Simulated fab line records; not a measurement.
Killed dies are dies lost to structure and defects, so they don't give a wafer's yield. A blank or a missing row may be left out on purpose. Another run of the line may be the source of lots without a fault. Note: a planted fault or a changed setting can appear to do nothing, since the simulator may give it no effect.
fab line records | flow n5_finfet
[record] lots = 15 wafers = 45 last_day = 17
route steps=1938 shown BEOL_M3@1000 BEOL_M4@1021
lots with no fault: from the same line, run without faults
start_h: start of the lot's first displayed wafer, in hours after the record's first day | wait_h: time in hours since the lot's previous step | " identical to the entry in the row above | L1.1+2: several wafers, shown together as one row | - either no value or no given start | * or withheld: withheld | < > ~ a bound
route shown NAME@n: a module of which the file shows steps, and the number in the route of the first | usual: mean/standard deviation taken from wafers without a fault | same: alike in all rows | chamber/n: place in a boat | sites: each site's reading | _std_site: how widely they spread, as a standard deviation | _edge_site: mean of outer sites minus mean of inner sites | radius_mm: for every site, how far away it sits from the centre of the wafer | mask NAME#n: copy n | behind: tool/chamber where the wafer was last shaped | hold: why the lot was held/for how many hours/how that ended | device: names the non-switching transistor (n, p or np) | end of line: the route-end tests of the same wafers | a step without rows: its recipe alone | killed: at the first sort, the dies lost to defects and structure; wafer yield is something else | map: a wafer's dies, marking killed ones x, the rest . and places with no die _
set.NAME: the setting that was run; set.NAME@STEP: the one run at that earlier step | model.NAME: the simulator's own value behind a step, which no gauge read
one table for each step of the route and one row for each wafer, over a sample of lots
services: when a tool's chamber went out of use (start_h, in hours from the record's first day, below 0 if earlier), for how many hours, and the reason
[[steps]]
[step N5_BEOL_M3_SPUTTER_86]
[recipe] material = Cu target_thk_a = 45 temp_c = -20 chamber_pressure_pa = 0.07 power_w = withheld time_s = 8.29
[usual] susceptor_temp_C = -20.00/0.1 throttle_valve_pct = 30.0/0.9
// columns lot.wafer tool chamber start_h wait_h susceptor_temp_C throttle_valve_pct
L867.1 pvd_sputter-02 - 154.62 0.1 -19.97 29.2
L867.3 " - " " -19.90 29.3
L867.6 " - " " -19.85 29.1
L869.1 pvd_sputter-02 - 166.05 0.1 -20.08 29.9
L869.2 " - " " -19.97 29.2
L869.5 " - " " -20.18 29.4
L868.1 pvd_sputter-01 - 166.53 0.1 -20.10 30.1
L868.3 " - " " -20.17 29.9
L868.5 " - " " -20.06 30.2
L872.1 pvd_sputter-01 - 184.64 0.1 -19.99 29.7
L872.4 " - " " -20.04 31.0
L872.6 " - " " -19.94 30.2
L871.2 pvd_sputter-01 - 186.58 0.1 -19.90 32.0
L871.4 " - " " -20.15 29.9
L871.5 " - " " -20.06 30.1
L873.3 pvd_sputter-02 - 193.67 0.1 -20.05 29.8
L873.4 " - " " -19.96 29.2
L873.5 " - " " -20.02 29.0
L874.2 pvd_sputter-03 - 201.45 0.1 -20.10 29.5
L874.3 " - " " -20.12 28.9
L874.6 " - " " -19.95 30.1
L875.3 pvd_sputter-02 - 216.62 0.1 -20.11 29.0
L875.4 " - " " -19.89 29.2
L875.5 " - " " -19.94 29.9
L876.4 pvd_sputter-03 - 217.79 0.1 -20.02 29.7
L876.5 " - " " -19.95 29.7
L876.6 " - " " -20.08 30.1
L877.2 pvd_sputter-01 - 219.97 0.1 -20.04 30.0
L877.4 " - " " -19.99 31.9
L877.5 " - " " -19.99 30.1
L878.1 pvd_sputter-01 - 222.97 0.1 -19.99 31.9
L878.2 " - " " -19.97 29.9
L878.6 " - " " -19.90 29.9
L882.3 pvd_sputter-03 - 250.55 0.1 -20.08 31.9
L882.4 " - " " -19.92 30.0
L882.6 " - " " -20.20 29.0
L886.1 pvd_sputter-01 - 276.34 0.1 -20.12 32.1
L886.4 " - " " -20.09 30.1
L886.6 " - " " -20.01 30.6
L889.2 pvd_sputter-02 - 287.95 0.1 -20.23 28.8
L889.3 " - " " -20.01 29.2
L889.6 " - " " -20.09 29.0
L888.3 pvd_sputter-02 - 296.18 0.1 -19.84 29.0
L888.4 " - " " -20.08 30.0
L888.6 " - " " -20.14 29.3
[step N5_BEOL_M3_SPUTTER_94]
[recipe] material = Cu target_thk_a = 45 temp_c = -20 chamber_pressure_pa = 0.07 power_w = withheld time_s = 8.29
[usual] susceptor_temp_C = -20.00/0.11 throttle_valve_pct = 30.0/0.88
// columns lot.wafer tool chamber start_h wait_h susceptor_temp_C throttle_valve_pct
L867.1 pvd_sputter-02 - 155.50 0.1 -20.02 29.2
L867.3 " - " " -19.99 29.2
L867.6 " - " " -20.10 29.1
L869.1 pvd_sputter-02 - 166.93 0.1 -20.03 29.9
L869.2 " - " " -19.88 29.1
L869.5 " - " " -20.06 29.2
L868.1 pvd_sputter-01 - 167.48 0.1 -20.18 29.9
L868.3 " - " " -20.07 29.9
L868.5 " - " " -20.03 29.9
L872.1 pvd_sputter-01 - 185.52 0.1 -19.90 30.3
L872.4 " - " " -20.10 30.4
L872.6 " - " " -20.01 29.7
L871.2 pvd_sputter-01 - 187.46 0.1 -20.04 31.9
L871.4 " - " " -20.02 30.0
L871.5 " - " " -20.08 29.9
L873.3 pvd_sputter-02 - 194.55 0.1 -19.89 29.9
L873.4 " - " " -20.00 29.2
L873.5 " - " " -20.05 29.0
L874.2 pvd_sputter-03 - 202.33 0.1 -20.26 29.7
L874.3 " - " " -20.18 29.0
L874.6 " - " " -20.12 30.2
L875.3 pvd_sputter-02 - 217.50 0.1 -20.05 28.9
L875.4 " - " " -19.89 29.4
L875.5 " - " " -20.06 30.0
L876.4 pvd_sputter-03 - 218.67 0.1 -20.15 29.7
L876.5 " - " " -20.01 30.0
L876.6 " - " " -19.84 30.3
L877.2 pvd_sputter-01 - 220.85 0.1 -20.01 30.2
L877.4 " - " " -19.68 31.8
L877.5 " - " " -20.04 30.2
L878.1 pvd_sputter-01 - 223.85 0.1 -20.17 31.7
L878.2 " - " " -20.06 29.7
L878.6 " - " " -20.29 29.8
L882.3 pvd_sputter-03 - 251.43 0.1 -19.89 31.7
L882.4 " - " " -20.00 30.1
L882.6 " - " " -19.87 29.2
L886.1 pvd_sputter-01 - 277.22 0.1 -20.10 31.9
L886.4 " - " " -19.95 30.0
L886.6 " - " " -20.00 30.9
L889.2 pvd_sputter-02 - 288.83 0.1 -20.09 29.1
L889.3 " - " " -19.88 29.1
L889.6 " - " " -20.01 28.9
L888.3 pvd_sputter-02 - 297.06 0.1 -19.95 29.4
L888.4 " - " " -20.15 30.1
L888.6 " - " " -20.06 29.3
[step N5_BEOL_M3_SPUTTER_96]
[recipe] material = Cu target_thk_a = 45 temp_c = -20 chamber_pressure_pa = 0.07 power_w = withheld time_s = 8.29
[usual] susceptor_temp_C = -20.02/0.095 throttle_valve_pct = 30.0/0.9
// columns lot.wafer tool chamber start_h wait_h susceptor_temp_C throttle_valve_pct
L867.1 pvd_sputter-02 - 155.72 0.1 -20.15 29.1
L867.3 " - " " -20.02 29.3
L867.6 " - " " -20.04 29.2
L869.1 pvd_sputter-02 - 167.15 0.1 -20.09 30.0
L869.2 " - " " -20.14 29.3
L869.5 " - " " -20.13 28.9
L868.1 pvd_sputter-01 - 167.72 0.1 -20.00 29.9
L868.3 " - " " -19.97 30.1
L868.5 " - " " -19.80 30.1
L872.1 pvd_sputter-01 - 185.74 0.1 -20.13 30.0
L872.4 " - " " -19.82 30.6
L872.6 " - " " -20.00 29.8
L871.2 pvd_sputter-01 - 187.68 0.1 -20.06 32.0
L871.4 " - " " -19.86 30.2
L871.5 " - " " -19.97 30.3
L873.3 pvd_sputter-02 - 194.77 0.1 -19.91 30.0
L873.4 " - " " -19.93 29.4
L873.5 " - " " -19.99 28.9
L874.2 pvd_sputter-03 - 202.55 0.1 -19.95 29.6
L874.3 " - " " -20.03 29.0
L874.6 " - " " -19.99 30.2
L875.3 pvd_sputter-02 - 217.72 0.1 -20.12 28.6
L875.4 " - " " -19.99 29.1
L875.5 " - " " -20.00 30.0
L876.4 pvd_sputter-03 - 218.89 0.1 -20.07 29.8
L876.5 " - " " -19.95 29.4
L876.6 " - " " -20.11 29.8
L877.2 pvd_sputter-01 - 221.07 0.1 -20.05 29.8
L877.4 " - " " -20.07 31.8
L877.5 " - " " -19.91 30.0
L878.1 pvd_sputter-01 - 224.07 0.1 -19.90 31.7
L878.2 " - " " -19.89 29.9
L878.6 " - " " -20.04 30.0
L882.3 pvd_sputter-03 - 251.65 0.1 -20.01 31.8
L882.4 " - " " -20.18 29.7
L882.6 " - " " -20.03 29.0
L889.2 pvd_sputter-02 - 289.05 0.1 -19.97 28.9
L889.3 " - " " -19.87 29.1
L889.6 " - " " -19.90 28.7
L886.1 pvd_sputter-01 - 289.24 0.1 -20.04 32.1
L886.4 " - " " -19.95 29.9
L886.6 " - " " -20.05 30.7
L888.3 pvd_sputter-02 - 297.28 0.1 -19.93 29.1
L888.4 " - " " -19.96 30.1
L888.6 " - " " -20.08 29.2
[step N5_BEOL_M4_ILD_DEP_00]
[recipe] material = SiOC target_thk_a = 790 temp_c = 350 precursor = DEMS/O2 pressure_torr = 5 rf_w = 500 time_s = 15.3
[usual] heater_power_w = 455/42 showerhead_plenum_p_Torr = 5.698/0.011 susceptor_temp_C = 349.98/0.21 throttle_valve_pct = 12.1/0.65
// columns lot.wafer tool chamber start_h wait_h heater_power_w showerhead_plenum_p_Torr susceptor_temp_C throttle_valve_pct
L867.1 pecvd-01 2 157.48 0.0 420 5.691 349.74 11.7
L867.3 " 1 " " 454 5.689 349.91 12.9
L867.6 " 0 " " 457 5.699 349.84 12.2
L869.1 pecvd-03 2 168.28 0.0 540 5.693 349.82 11.5
L869.2 " 1 " " 493 5.703 350.18 12.3
L869.5 " 2 " " 550 5.669 349.84 11.5
L868.1 pecvd-04 1 168.84 0.0 509 5.700 349.89 12.6
L868.3 " 2 " " 408 5.690 349.90 10.8
L868.5 " 2 " " 423 5.698 350.06 10.9
L872.1 pecvd-01 2 186.87 0.0 380 5.709 350.12 12.0
L872.4 " 0 " " 417 5.714 350.01 12.0
L872.6 " 1 " " 440 5.700 350.00 12.9
L871.2 pecvd-04 0 189.31 0.0 401 5.696 349.86 13.0
L871.4 " 1 " " 526 5.689 349.68 12.8
L871.5 " 2 " " 450 5.708 349.78 10.9
L873.3 pecvd-01 1 195.92 0.0 530 5.705 349.90 13.3
L873.4 " 0 " " 426 5.712 350.11 12.2
L873.5 " 2 " " 457 5.688 349.87 12.0
L874.2 pecvd-01 1 203.69 0.0 425 5.714 349.98 13.1
L874.3 " 0 " " 425 5.688 349.85 12.4
L874.6 " 0 " " 433 5.709 - 11.8
L875.3 pecvd-03 0 218.88 0.1 491 5.711 350.10 11.2
L875.4 " 1 " " 488 5.704 349.78 11.7
L875.5 " 0 " " 488 5.703 349.97 11.5
L876.4 pecvd-03 0 220.12 0.1 462 5.710 349.69 11.5
L876.5 " 0 " " 470 5.707 350.13 11.6
L876.6 " 1 " " 491 5.686 349.91 11.7
L877.2 pecvd-01 0 222.18 0.0 426 5.702 350.01 12.3
L877.4 " 2 " " 456 5.685 349.94 11.7
L877.5 " 1 " " 518 5.704 - 12.9
L878.1 pecvd-01 1 225.18 0.0 439 5.685 350.25 13.1
L878.2 " 0 " " 435 5.699 349.93 12.2
L878.6 " 2 " " 467 5.691 - 12.2
L882.3 pecvd-04 2 252.92 0.0 432 5.701 349.93 11.1
L882.4 " 2 " " 427 5.689 349.78 11.1
L882.6 " 0 " " 444 5.696 350.18 12.9
L889.2 pecvd-01 1 290.39 0.0 525 5.704 350.27 12.8
L889.3 " 0 " " 461 5.698 350.55 12.3
L889.6 " 0 " " 470 5.702 350.07 12.2
L886.1 pecvd-01 1 290.66 0.0 524 5.691 349.58 12.8
L886.4 " 1 " " 429 5.701 350.02 12.9
L886.6 " 0 " " 448 5.717 350.04 12.1
L888.3 pecvd-01 0 298.41 0.1 426 5.718 350.30 12.1
L888.4 " 1 " " 520 5.684 349.54 13.0
L888.6 " 0 " " 436 5.717 350.18 12.1
[step N5_BEOL_M4_THK_MEAS_01]
[recipe] reads = SiOC_of_BEOL_M4_ILD_DEP_00
[usual] M4_ILD_THK = 79.3/1.1
// columns lot.wafer tool chamber start_h wait_h M4_ILD_THK[nm]
L867.1 film_metro-02 - 157.55 0.0 79.6
L867.3 " - " " 78.8
L867.6 " - " " 81.0
L869.1 film_metro-01 - 168.35 0.0 77.7
L869.2 " - " " 77.6
L869.5 " - " " 79.9
L868.1 film_metro-02 - 168.90 0.0 78.4
L868.3 " - " " 77.2
L868.5 " - " " 78.6
L872.1 film_metro-01 - 186.94 0.0 79.5
L872.4 " - " " 79.8
L872.6 " - " " 79.8
L871.2 film_metro-02 - 189.37 0.1 79.2
L871.4 " - " " 80.4
L871.5 " - " " 80.0
L873.3 film_metro-01 - 195.99 0.1 79.0
L873.4 " - " " 79.8
L873.5 " - " " 80.2
L874.2 film_metro-01 - 203.76 0.1 78.5
L874.3 " - " " 77.1
L874.6 " - " " 38.3
L875.3 film_metro-01 - 218.95 0.1 79.7
L875.4 " - " " 81.2
L875.5 " - " " 81.1
L876.4 film_metro-01 - 220.19 0.1 79.3
L876.5 " - " " 79.1
L876.6 " - " " 78.8
L877.2 film_metro-02 - 222.25 0.1 79.4
L877.4 " - " " 81.4
L877.5 " - " " 39.0
L878.1 film_metro-02 - 225.25 0.0 78.2
L878.2 " - " " 79.3
L878.6 " - " " 40.3
L882.3 film_metro-02 - 252.98 0.1 79.2
L882.4 " - " " 79.7
L882.6 " - " " 79.5
L889.2 film_metro-02 - 290.46 0.1 79.8
L889.3 " - " " 79.2
L889.6 " - " " 80.6
L886.1 film_metro-02 - 290.73 0.0 77.6
L886.4 " - " " 79.8
L886.6 " - " " 79.0
L888.3 film_metro-02 - 298.48 0.1 78.6
L888.4 " - " " 78.5
L888.6 " - " " 77.9
[step N5_BEOL_M4_RC_MEAS_101]
[usual] DIBL_N = 35.9/1.3 DIBL_P = 35.9/1.6 IOFF_N = 0.156/0.022 IOFF_P = 0.205/0.023 ION_N = 675/9 ION_P = 463/5.6 SS_N = 71.4/0.57 SS_P = 73.1/0.52 VT_N = 249.7/2.8 VT_P = -250.2/2.5
// columns lot.wafer tool chamber start_h wait_h DIBL_N[mV/V] DIBL_P[mV/V] IOFF_N[nA/um] IOFF_P[nA/um] ION_N[uA/um] ION_P[uA/um] SS_N[mV/dec] SS_P[mV/dec] VT_N[mV] VT_P[mV]
L867.1 prober-02 0 172.14 0.0 35.6 34.2 0.159 0.222 675 464 71.5 73.0 246.2 -248.6
L867.3 " 0 " " 35.5 34.0 0.150 0.217 666 461 72.1 72.8 250.6 -248.1
L867.6 " 0 " " 35.9 33.5 0.156 0.207 667 457 71.5 72.6 248.4 -250.1
L869.1 prober-02 0 178.45 0.0 35.7 36.3 0.169 0.208 679 460 71.8 73.6 247.4 -251.9
L869.2 " 0 " " 34.0 33.5 0.136 0.173 663 454 71.2 72.4 252.1 -254.5
L869.5 " 0 " " 36.6 37.3 0.185 0.220 680 463 72.8 72.9 247.1 -251.7
L868.1 prober-02 0 180.85 0.0 37.0 36.3 0.171 0.212 677 457 72.1 73.2 249.5 -248.3
L868.3 " 0 " " 37.4 37.6 0.182 0.231 680 462 71.4 73.9 246.6 -246.2
L868.5 " 0 " " 35.8 35.2 0.143 0.192 673 457 71.3 73.3 249.4 -250.7
L872.1 prober-02 0 199.79 0.0 35.1 35.5 0.141 0.200 668 464 71.0 73.1 250.5 -250.8
L872.4 " 0 " " 32.9 32.3 0.109 0.162 660 461 70.1 71.7 255.8 -251.4
L872.6 " 0 " " 33.3 33.4 0.113 0.169 665 465 71.1 72.5 254.9 -250.0
L871.2 prober-01 0 200.09 0.2 37.7 37.3 0.194 0.240 682 469 72.6 73.0 245.2 -246.3
L871.4 " 0 " " 36.2 35.6 0.164 0.216 675 465 71.2 72.9 248.1 -247.6
L871.5 " 0 " " 37.6 38.0 0.195 0.256 681 470 71.1 73.4 243.1 -247.4
L873.3 prober-02 0 205.60 0.3 34.7 35.5 0.136 0.218 673 467 71.1 72.3 249.2 -247.6
L873.4 " 0 " " 37.3 38.2 0.170 0.266 675 472 72.1 73.3 248.7 -243.5
L873.5 " 0 " " 35.3 35.8 0.142 0.223 679 474 71.8 72.5 250.7 -248.0
L874.2 prober-02 0 222.86 0.2 37.2 36.4 0.155 0.213 672 463 72.2 73.2 249.8 -249.4
L874.3 " 0 " " 35.3 34.1 0.128 0.190 656 456 71.9 72.2 253.4 -249.6
L875.3 prober-01 0 225.88 0.3 35.3 34.7 0.144 0.198 676 461 70.3 72.7 252.4 -253.1
L875.4 " 0 " " 35.4 34.5 0.139 0.194 667 460 70.1 73.5 251.9 -251.6
L875.5 " 0 " " 35.5 34.6 0.142 0.196 668 455 71.1 73.1 251.9 -250.6
L876.4 prober-02 0 229.07 0.5 37.8 38.1 0.183 0.241 682 470 71.0 72.9 244.8 -247.0
L876.5 " 0 " " 37.2 36.9 0.177 0.222 690 469 71.2 73.4 247.2 -250.9
L876.6 " 0 " " 37.6 38.3 0.184 0.236 684 469 71.0 73.7 247.3 -250.2
L877.2 prober-01 0 229.67 0.2 35.9 36.0 0.162 0.199 670 461 71.2 72.5 247.1 -250.7
L877.4 " 0 " " 35.2 35.3 0.151 0.188 678 465 71.4 72.7 245.8 -251.3
L878.1 prober-02 0 232.97 0.0 36.5 36.7 0.175 0.234 696 470 71.0 74.0 247.7 -250.7
L878.2 " 0 " " 33.9 34.2 0.130 0.192 676 469 71.2 73.2 251.0 -249.3
L882.3 prober-01 0 262.17 0.3 35.8 35.4 0.154 0.198 684 464 71.5 72.8 249.4 -249.8
L882.4 " 0 " " 36.7 36.7 0.179 0.222 679 465 71.5 73.8 247.4 -249.7
L882.6 " 0 " " 33.9 33.8 0.128 0.175 664 457 71.3 72.9 250.7 -252.9
L889.2 prober-02 0 298.43 0.2 38.9 38.9 0.200 0.240 683 463 71.4 74.7 246.9 -249.0
L889.3 " 0 " " 38.1 36.9 0.182 0.209 680 460 71.7 73.5 248.8 -250.7
L889.6 " 0 " " 37.4 36.3 0.172 0.203 680 462 71.7 73.1 250.2 -252.5
L886.1 prober-01 0 302.79 0.0 34.5 35.4 0.140 0.186 673 460 71.1 72.7 249.2 -253.0
L886.4 " 0 " " 35.3 36.1 0.154 0.202 676 459 72.1 72.4 250.1 -250.4
L886.6 " 0 " " 32.4 33.1 0.116 0.156 664 457 70.8 72.0 254.7 -251.6
L888.3 prober-01 0 314.45 0.3 34.8 33.5 0.121 0.176 667 466 71.0 72.4 252.6 -252.6
L888.4 " 0 " " 35.9 35.1 0.141 0.204 671 468 71.4 73.3 251.9 -248.8
L888.6 " 0 " " 35.1 33.4 0.122 0.179 669 464 70.9 73.0 252.8 -248.2
[[services]]
// columns tool chamber start_h hours kind
pvd_sputter-03 - 131.77 0.5 repair
pecvd-01 2 133.21 5.5 scheduled_down
pecvd-04 - 133.72 14.6 pm
pvd_sputter-03 - 135.06 2.9 repair
pecvd-01 - 166.23 6.0 pm
pecvd-04 0 173.37 10.2 repair
pecvd-01 - 176.61 1.2 repair
pecvd-04 2 190.12 32.7 repair
pecvd-03 1 193.83 5.5 scheduled_down
pecvd-03 2 198.64 13.5 repair
pecvd-03 2 212.18 - clean
pecvd-03 2 212.18 - consumable_replace:showerhead
pecvd-03 2 212.18 29.0 scheduled_down
pecvd-03 2 212.18 29.0 vent_cycle
pecvd-04 - 249.40 0.3 repair
pecvd-03 1 266.26 5.0 scheduled_down
pecvd-04 0 267.41 5.0 scheduled_down
pecvd-01 1 277.97 7.5 repair
pecvd-04 - 292.55 1.2 repair
pecvd-03 - 294.43 10.2 repair
pecvd-01 2 297.85 5.0 scheduled_down
[[key]]
[first_sign] step = N5_BEOL_M4_THK_MEAS_01 reading = M4_ILD_THK direction = down sigmas = 36 usual = 79.3 struck = 39.2
effect none on later readings
met_at N5_BEOL_M4_ILD_DEP_00
struck_lots L874,L877,L878
struck_wafers L874.6,L877.5,L878.6
later_rows_left_out L874.6,L877.5,L878.6
sort_left_out L874.6,L877.5,L878.6
not_acting_at N5_BEOL_M3_SPUTTER_86,N5_BEOL_M3_SPUTTER_94,N5_BEOL_M3_SPUTTER_96
onset_between 195.92 203.69
[fault] kind = process_parameter_drift tool = pecvd-01 chamber = - onset_h = 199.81 steps = N5_BEOL_M4_ILD_DEP_00 channel = time_s offset = * shape = step end_h = 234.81 scope = struck_wafers_only acts_in = * stated = *
// sort_left_out: the simulated sort isn't trusted on such a fault, so these wafers' sort isn't shown, and their yield isn't known
// later_rows_left_out: the simulator's readings of these wafers behind a module that went badly wrong aren't trusted and aren't shown, but for the sort
